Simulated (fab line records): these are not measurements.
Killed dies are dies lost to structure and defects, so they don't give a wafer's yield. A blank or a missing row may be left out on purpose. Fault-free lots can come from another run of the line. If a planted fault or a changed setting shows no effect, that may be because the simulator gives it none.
Commonality check across tools || flow nand-harc || Sampled: 11 lots, 36 wafers

WHY IT WAS OPENED
Flagged at NHARC_P_GATE_CD_MEAS_26: reading cd-nm, on 1 of 11 lots. Fault-free wafers read 120.2 nm, with a standard deviation of 0.61.
Rule: flag the lot when none of its wafers has a number, or when each of its wafers that has one lies beyond 4 standard deviations from that mean. All remaining lots are regarded as sound.

{"lot": "L120", "measured": "day 5 03:08", "on": "cd-sem-03", "cd-nm (nm), wafer by wafer": "119.5 119.7 120.5", "flag": ""}
{"lot": "L121", "measured": "day 5 15:10", "on": "cd-sem-01", "cd-nm (nm), wafer by wafer": "119.6 119.7 119.9", "flag": ""}
{"lot": "L124", "measured": "day 7 04:33", "on": "cd-sem-02", "cd-nm (nm), wafer by wafer": "120.0 119.7 119.6", "flag": ""}
{"lot": "L126", "measured": "day 7 22:41", "on": "cd-sem-01", "cd-nm (nm), wafer by wafer": "120.5 120.1 119.7", "flag": ""}
{"lot": "L127", "measured": "day 8 12:56", "on": "cd-sem-03", "cd-nm (nm), wafer by wafer": "115.1 115.0 115.3 115.1 115.0 115.5", "flag": "FLAGGED"}
{"lot": "L137", "measured": "day 11 23:13", "on": "cd-sem-03", "cd-nm (nm), wafer by wafer": "120.1 119.2 120.7", "flag": ""}
{"lot": "L138", "measured": "day 12 16:19", "on": "cd-sem-01", "cd-nm (nm), wafer by wafer": "120.3 120.0 120.1", "flag": ""}
{"lot": "L139", "measured": "day 12 19:53", "on": "cd-sem-02", "cd-nm (nm), wafer by wafer": "120.7 121.6 120.8", "flag": ""}
{"lot": "L140", "measured": "day 13 03:12", "on": "cd-sem-02", "cd-nm (nm), wafer by wafer": "119.2 120.4 119.7", "flag": ""}
{"lot": "L141", "measured": "day 14 05:41", "on": "cd-sem-02", "cd-nm (nm), wafer by wafer": "120.3 121.0 121.1", "flag": ""}
{"lot": "L142", "measured": "day 14 10:26", "on": "cd-sem-02", "cd-nm (nm), wafer by wafer": "119.1 120.0 120.1", "flag": ""}
On average the flagged lots' numbers are 115.2 nm, which is -5.0 nm against the usual, or -8 standard deviations.

WHICH TOOL RAN EACH LOT
The record keeps 1 process step preceding the reading, out of 1302 steps on the route. Read each cell as the tool, then ch plus the chambers that the sampled wafers visited, then the start.
{"lot": "L120", "flag": "", "NHARC_P_GATE_EXPOSE_23": "arfi-scanner-03 ch 0, day 5 02:59"}
{"lot": "L121", "flag": "", "NHARC_P_GATE_EXPOSE_23": "arfi-scanner-02 ch 0, day 5 15:01"}
{"lot": "L124", "flag": "", "NHARC_P_GATE_EXPOSE_23": "arfi-scanner-02 ch 0, day 7 04:25"}
{"lot": "L126", "flag": "", "NHARC_P_GATE_EXPOSE_23": "arfi-scanner-01 ch 0, day 7 22:32"}
{"lot": "L127", "flag": "FLAGGED", "NHARC_P_GATE_EXPOSE_23": "arfi-scanner-03 ch 0, day 8 12:48"}
{"lot": "L137", "flag": "", "NHARC_P_GATE_EXPOSE_23": "arfi-scanner-02 ch 0, day 11 23:05"}
{"lot": "L138", "flag": "", "NHARC_P_GATE_EXPOSE_23": "arfi-scanner-03 ch 0, day 12 16:11"}
{"lot": "L139", "flag": "", "NHARC_P_GATE_EXPOSE_23": "arfi-scanner-02 ch 0, day 12 19:44"}
{"lot": "L140", "flag": "", "NHARC_P_GATE_EXPOSE_23": "arfi-scanner-01 ch 0, day 13 03:04"}
{"lot": "L141", "flag": "", "NHARC_P_GATE_EXPOSE_23": "arfi-scanner-03 ch 0, day 14 05:32"}
{"lot": "L142", "flag": "", "NHARC_P_GATE_EXPOSE_23": "arfi-scanner-03 ch 0, day 14 10:17"}
These steps, and what they do:
- NHARC_P_GATE_EXPOSE_23: exposes mask P GATE, target cd 120 nm.
- NHARC_P_GATE_CD_MEAS_26: target cd 120 nm.

FLAGGED AGAINST TOTAL, ONE TOOL AT A TIME (gauges that did the reading follow at the end)
{"step": "NHARC_P_GATE_EXPOSE_23", "tool": "arfi-scanner-01", "lots run": 2, "flagged": 0, "share of the flagged lots": "none", "sound lots run after its first flagged lot": "-"}
{"step": "NHARC_P_GATE_EXPOSE_23", "tool": "arfi-scanner-02", "lots run": 4, "flagged": 0, "share of the flagged lots": "none", "sound lots run after its first flagged lot": "-"}
{"step": "NHARC_P_GATE_EXPOSE_23", "tool": "arfi-scanner-03", "lots run": 5, "flagged": 1, "share of the flagged lots": "all", "sound lots run after its first flagged lot": "3 (L138,L141,L142)"}
{"step": "NHARC_P_GATE_CD_MEAS_26", "tool": "cd-sem-01", "lots run": 3, "flagged": 0, "share of the flagged lots": "none", "sound lots run after its first flagged lot": "-"}
{"step": "NHARC_P_GATE_CD_MEAS_26", "tool": "cd-sem-02", "lots run": 5, "flagged": 0, "share of the flagged lots": "none", "sound lots run after its first flagged lot": "-"}
{"step": "NHARC_P_GATE_CD_MEAS_26", "tool": "cd-sem-03", "lots run": 3, "flagged": 1, "share of the flagged lots": "all", "sound lots run after its first flagged lot": "1 (L137)"}

WHAT THE TABLE PERMITS
Every flagged lot went through 2 rows of the table: arfi-scanner-03 at NHARC_P_GATE_EXPOSE_23 and cd-sem-03 at NHARC_P_GATE_CD_MEAS_26.
- arfi-scanner-03 at NHARC_P_GATE_EXPOSE_23 ran 5 lots, 1 of them flagged. Sound lots ran on it after the first flagged one (L138, L141, L142), which a lasting fault on the whole tool wouldn't allow.
- cd-sem-03 at NHARC_P_GATE_CD_MEAS_26 ran 3 lots, 1 of them flagged. Sound lots ran on it after the first flagged one (L137), which a lasting fault on the whole tool wouldn't allow.
None of the table's rows ran every flagged lot and, after the first, no sound lot.

WHAT THE SIMULATOR HAD INSERTED
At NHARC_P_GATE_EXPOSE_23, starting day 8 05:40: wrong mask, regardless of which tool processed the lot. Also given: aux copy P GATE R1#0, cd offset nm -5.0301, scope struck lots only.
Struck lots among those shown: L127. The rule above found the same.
